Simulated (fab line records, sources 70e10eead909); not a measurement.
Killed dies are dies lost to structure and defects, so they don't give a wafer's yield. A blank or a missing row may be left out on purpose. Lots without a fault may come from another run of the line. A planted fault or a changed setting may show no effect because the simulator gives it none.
fab line records | flow nand_harc
record lots=6 wafers=18 last_day=32
route steps=1302 shown A_M1@1172
lots that met no fault: from a run of the same line without faults
start_h: hours from the record's first day to the start of the lot's first wafer shown | wait_h: hours since the lot's step before | " the same as in the row above | L1.1+2: a row that stands for several wafers | - no value, or no start given | * or withheld: withheld | < > ~ a bound
route shown NAME@n: a module of which the file shows steps, and the number in the route of the first | usual: mean/standard deviation of fault-free wafers | same: alike in all rows | chamber/n: place in a boat | sites: the reading at each site | _std_site: their standard deviation | _edge_site: outer sites' mean less inner sites' | radius_mm: how far each site lies from the wafer's centre | mask NAME#n: copy n | behind: the tool/chamber that last shaped the wafer | hold: why the lot was held/for how many hours/how that ended | device: the transistor (n, p or np) that didn't switch | end of line: the same wafers' tests at the end of the route | a step without rows: its recipe alone | killed: dies lost to structure and defects at the first sort, not the wafer's yield | map: a wafer's dies, x killed, . not, _ none there
set.NAME: the setting as run; set.NAME@STEP: as run at that earlier step | model.NAME: the simulator's own value behind a step, which no gauge read
lots at some steps of the route; a table a step, a row a wafer
services: from which hour (start_h, from the record's first day; less than 0 if before it) a tool's chamber was out of use, for how many hours, and why
## steps
# step NHARC_A_M1_COAT_34
# recipe temp_c=200 time_s=65
# step NHARC_A_M1_COAT_03
# recipe spin_rpm=1500 resist_thk_nm=90
# step NHARC_A_M1_SOFTBAKE_04
# recipe temp_c=105 time_s=55
# step NHARC_A_M1_EBR_05
# step NHARC_A_M1_EXPOSE_06
# recipe na=1.35 target_cd_nm=120 dose_mj=75.13 mask_id=A_M1
# step NHARC_A_M1_PEB_07
# recipe peb_temp_c=100 peb_time_s=65
# step NHARC_A_M1_DEVELOP_08
# recipe develop_time_s=35 dev_temp_c=23
# step NHARC_A_M1_CD_MEAS_09
# recipe target_cd_nm=120 landing_energy_ev=500
# usual cd_nm=119.9/0.59
# columns lot.wafer tool chamber start_h wait_h cd_nm
L189.4 cd_sem-01 0 561.58 - 119.8
L189.5 " 0 " " 119.4
L189.6 " 0 " " 120.0
L199.1 cd_sem-03 0 647.74 - 119.5
L199.3 " 0 " " 120.3
L199.4 " 0 " " 120.4
L198.3 cd_sem-01 0 655.89 - 118.8
L198.4 " 0 " " 119.4
L198.6 " 0 " " 118.0
L201.1 cd_sem-03 0 676.41 - 119.8
L201.3 " 0 " " 119.9
L201.6 " 0 " " 120.4
L203.4 cd_sem-02 0 719.40 - 120.2
L203.5 " 0 " " 120.8
L203.6 " 0 " " 121.0
L206.2 cd_sem-03 0 734.99 - 120.7
L206.4 " 0 " " 120.1
L206.5 " 0 " " 120.2
# step NHARC_A_M1_OVL_MEAS_10
# recipe pitch_nm=240
# usual overlay_x_nm=0.1/0.7 overlay_y_nm=0.2/0.84
# columns lot.wafer tool chamber start_h wait_h overlay_x_nm overlay_y_nm
L189.4 overlay-02 - 561.66 - 0.5 0.6
L189.5 " - " " 0.7 0.2
L189.6 " - " " 0.2 0.7
L199.1 overlay-02 - 647.82 - 0.0 -1.1
L199.3 " - " " 0.3 -0.8
L199.4 " - " " 0.6 -0.9
L198.3 overlay-02 - 655.98 - -0.4 0.7
L198.4 " - " " -1.0 1.6
L198.6 " - " " -0.8 1.4
L201.1 overlay-01 - 676.49 - -0.8 -0.7
L201.3 " - " " -1.1 0.5
L201.6 " - " " -1.2 0.4
L203.4 overlay-01 - 719.48 - 1.1 0.2
L203.5 " - " " 0.3 -0.1
L203.6 " - " " 1.5 -0.3
L206.2 overlay-02 - 735.07 - -0.8 0.2
L206.4 " - " " -1.7 0.6
L206.5 " - " " -0.5 0.5
# step NHARC_A_M1_INSPECT_11
# usual raw_defect_count=84/37
# columns lot.wafer tool chamber start_h wait_h raw_defect_count
L189.4 defect_inspect-02 - 561.70 0.0 71
L189.5 " - " " 64
L189.6 " - " " 71
L199.1 defect_inspect-01 - 647.86 0.0 142
L199.3 " - " " 167
L199.4 " - " " 146
L198.3 defect_inspect-02 - 656.01 0.0 77
L198.4 " - " " 91
L198.6 " - " " 68
L201.1 defect_inspect-02 - 676.53 0.0 78
L201.3 " - " " 74
L201.6 " - " " 69
L203.4 defect_inspect-02 - 719.51 0.0 67
L203.5 " - " " 65
L203.6 " - " " 52
L206.2 defect_inspect-02 - 735.11 0.0 74
L206.4 " - " " 81
L206.5 " - " " 58
# step NHARC_A_M1_DESCUM_14
# recipe time_s=3 o2_flow_sccm=200 ar_flow_sccm=0 bias_power_w=0 chemistry=O2
# usual drypump_motor_current_A=5.5/0.44 oes_product_au=1.002/0.0098 rf_vpp_V=57.7/0.81 showerhead_plenum_p_Torr=1.91/0.063 throttle_valve_pct=11.312/0.009
# same time_s=3
# columns lot.wafer tool chamber start_h wait_h drypump_motor_current_A oes_product_au rf_hours_counter_h rf_vpp_V showerhead_plenum_p_Torr throttle_valve_pct
L189.4 rie_diel-02 2 561.76 0.1 6.3 1.009 8.9 57.9 1.91 11.303
L189.6 " 2 " " 6.3 1.009 - 58.5 1.91 11.311
L189.5 " 3 " " 5.0 1.006 - 56.9 1.91 11.318
L199.1 rie_diel-12 3 647.92 0.1 5.4 1.001 0.1 58.1 1.93 11.305
L199.3 " 0 " " 5.5 1.011 0.1 57.8 1.94 11.306
L199.4 " 1 " " 5.6 1.010 0.1 56.9 1.82 11.308
L198.3 rie_diel-12 3 656.07 0.1 5.4 1.002 0.4 57.9 1.93 11.326
L198.4 " 1 " " 5.5 1.011 0.3 57.4 1.82 11.304
L198.6 " 3 " " 5.4 1.012 - 57.7 1.93 11.325
L201.1 rie_diel-04 3 676.61 0.1 5.5 0.993 8.0 57.6 1.88 11.313
L201.3 " 0 " " 5.4 1.011 7.9 57.3 1.77 11.321
L201.6 " 2 " " 5.0 1.006 - 56.1 1.96 11.313
L203.4 rie_diel-02 0 719.60 0.1 5.6 0.998 7.1 57.1 1.97 11.308
L203.5 " 1 " " 6.0 0.988 - 58.6 1.98 11.308
L203.6 " 2 " " 6.3 1.009 - 57.9 1.91 11.319
L206.4 rie_diel-12 2 735.19 0.1 4.8 0.994 2.6 60.0 1.98 11.307
L206.2 " 3 " " 5.4 0.988 2.8 57.5 1.93 11.296
L206.5 " 1 " " 5.5 0.996 - 57.1 1.82 11.325
# step NHARC_A_M1_ETCH_35
# recipe target_depth_a=400 overetch_a=120 time_s=43.94 ion_energy_ev=200 n2_flow_sccm=150 h2_flow_sccm=150 ar_flow_sccm=0 rf_w=400 bias_w=150 chemistry=N2/H2
# usual bias_w=150.0/0.44 drypump_motor_current_A=5.5/0.44 n2_flow_sccm=150.0/0.39 oes_product_au=1.003/0.01 rf_vpp_V=430.5/2.1 run_length_s=65.2/0.36 showerhead_plenum_p_Torr=2.04/0.071 throttle_valve_pct=14.172/0.0089
# same time_s=43.94
# columns lot.wafer tool chamber start_h wait_h bias_w drypump_motor_current_A n2_flow_sccm oes_product_au rf_hours_counter_h rf_vpp_V run_length_s showerhead_plenum_p_Torr throttle_valve_pct
L189.4 rie_diel-02 1 561.86 0.1 149.2 6.0 149.1 0.999 8.7 433.3 65.0 2.12 14.178
L189.5 " 2 " " 150.9 6.4 149.7 1.019 - 428.7 64.9 2.04 14.148
L189.6 " 3 " " 149.8 5.0 149.6 1.019 - 431.2 65.4 2.03 14.163
L199.3 rie_diel-12 0 648.01 0.1 150.3 5.6 149.8 1.025 0.1 432.0 64.9 2.07 14.171
L199.1 " 2 " " 150.2 4.8 149.7 1.011 0.2 432.3 65.8 2.11 14.176
L199.4 " 3 " " 149.7 5.4 149.9 0.998 0.1 430.1 65.1 2.06 14.177
L198.3 rie_diel-12 1 656.16 0.1 149.9 5.5 149.8 1.012 0.3 428.0 65.5 1.93 14.168
L198.4 " 0 " " 149.7 5.5 150.1 1.025 0.3 430.1 64.8 2.07 14.174
L198.6 " 2 " " 150.0 4.9 149.3 1.012 - 432.6 65.9 2.11 14.162
L201.3 rie_diel-04 3 676.68 0.1 149.7 5.5 149.5 0.984 8.0 428.9 65.3 2.01 14.167
L201.1 " 2 " " 150.2 5.0 149.8 1.010 7.9 433.9 65.0 2.09 14.157
L201.6 " 3 " " 150.1 5.5 149.6 0.987 - 430.8 65.5 2.01 14.179
L203.4 rie_diel-02 2 719.66 0.1 150.0 6.4 150.3 0.985 7.1 430.9 65.1 2.04 14.172
L203.6 " 2 " " 151.1 6.4 150.5 0.989 - 431.3 64.9 2.04 14.188
L203.5 " 3 " " 149.8 5.0 150.9 1.001 - 430.5 65.3 2.03 14.155
L206.4 rie_diel-12 0 735.25 0.1 150.0 5.5 150.2 1.016 3.0 432.2 64.7 2.07 14.171
L206.2 " 1 " " 150.3 5.5 150.1 1.008 2.8 427.2 65.2 1.93 14.184
L206.5 " 1 " " 150.1 5.5 150.4 0.999 - 427.9 65.8 1.93 14.165
# step NHARC_A_M1_ETCH_15
# recipe target_depth_a=1825 time_s=91.2 c4f8_flow_sccm=withheld ar_flow_sccm=400 rf_w=600 bias_w=300 chemistry=C4F8/Ar
# usual bias_w=299.9/0.92 oes_product_au=0.953/0.024 rf_vpp_V=441.0/2.1 run_length_s=112.5/0.38
# columns lot.wafer tool chamber start_h wait_h bias_w oes_product_au rf_hours_counter_h rf_vpp_V run_length_s
L189.4 rie_diel-02 0 561.94 - 299.7 0.918 10.2 442.1 112.2
L189.6 " 3 " " 301.1 0.930 - 440.3 112.5
L189.5 " 0 " " 299.9 0.916 - 443.2 112.9
L199.1 rie_diel-12 3 648.09 - 300.7 0.967 0.2 440.9 112.5
L199.4 " 0 " " - 0.981 0.1 440.8 105.6
L199.3 " 2 " " 300.2 0.988 0.2 442.5 113.3
L198.3 rie_diel-12 0 656.24 - - 0.933 0.3 441.9 105.8
L198.4 " 3 " " 299.7 0.935 0.4 442.2 112.2
L198.6 " 0 " " - 0.941 - 442.5 105.5
L201.3 rie_diel-04 2 676.76 - 299.7 0.968 7.9 443.6 112.0
L201.1 " 1 " " 299.8 0.972 7.8 437.9 112.5
L201.6 " 2 " " 300.4 0.965 - 443.3 112.2
L203.4 rie_diel-02 0 719.75 - 300.0 0.918 7.2 443.2 112.3
L203.6 " 0 " " 299.9 0.923 - 443.7 112.4
L203.5 " 1 " " 299.4 0.919 - 442.8 111.9
L206.2 rie_diel-12 0 735.34 - 300.2 0.969 3.1 443.0 112.1
L206.4 " 2 " " 300.5 0.975 2.6 442.8 113.0
L206.5 " 0 " " 299.0 0.979 - 441.9 111.9
# step NHARC_A_M1_CD_MEAS_16
# usual cd_nm=119.6/0.79
# columns lot.wafer tool chamber start_h wait_h cd_nm
L189.4 cd_sem-02 - 562.07 - 120.2
L189.5 " - " " 119.2
L189.6 " - " " 120.5
L199.1 cd_sem-03 - 648.22 - 119.3
L199.3 " - " " 119.9
L199.4 " - " " 119.8
L198.3 cd_sem-01 - 656.38 - 118.7
L198.4 " - " " 119.1
L198.6 " - " " 117.6
L201.1 cd_sem-01 - 676.90 - 119.4
L201.3 " - " " 120.6
L201.6 " - " " 120.3
L203.4 cd_sem-01 - 719.89 - 120.0
L203.5 " - " " 120.5
L203.6 " - " " 120.0
L206.2 cd_sem-01 - 735.48 - 120.4
L206.4 " - " " 120.2
L206.5 " - " " 120.2
## services
# columns tool chamber start_h hours kind
rie_diel-12 0 552.40 - clean
rie_diel-12 1 552.40 - clean
rie_diel-12 2 552.40 - clean
rie_diel-12 3 552.40 - clean
rie_diel-12 - 567.90 0.4 repair
rie_diel-02 - 570.70 9.0 pm
rie_diel-12 0 576.90 - clean
rie_diel-12 1 576.90 - clean
rie_diel-12 2 576.90 - clean
rie_diel-12 3 576.90 - clean
rie_diel-12 0 601.40 - clean
rie_diel-12 1 601.40 - clean
rie_diel-12 2 601.40 - clean
rie_diel-12 3 601.40 - clean
rie_diel-12 - 622.40 9.0 pm
rie_diel-12 0 622.40 9.0 vent_cycle
rie_diel-12 1 622.40 9.0 vent_cycle
rie_diel-12 2 622.40 9.0 vent_cycle
rie_diel-12 3 622.40 9.0 vent_cycle
rie_diel-12 0 631.40 - clean
rie_diel-12 1 631.40 - clean
rie_diel-12 2 631.40 - clean
rie_diel-02 2 667.73 11.2 repair
rie_diel-04 - 708.90 9.0 pm
## key
first_sign step=NHARC_A_M1_ETCH_15 reading=run_length_s direction=down sigmas=18 usual=* struck=*
effect none on later readings
met_at NHARC_A_M1_ETCH_15
struck_wafers L198.3,L198.6,L199.4
sort_left_out L198.3,L198.6,L199.4
fault kind=process_parameter_drift tool=rie_diel-12 chamber=0 onset_h=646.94 steps=NHARC_A_M1_ETCH_15 channel=time_s offset=* shape=step end_h=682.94 acts_in=* stated=*
# sort_left_out: the simulated sort isn't trusted on such a fault, so these wafers' sort isn't shown, and their yield isn't known
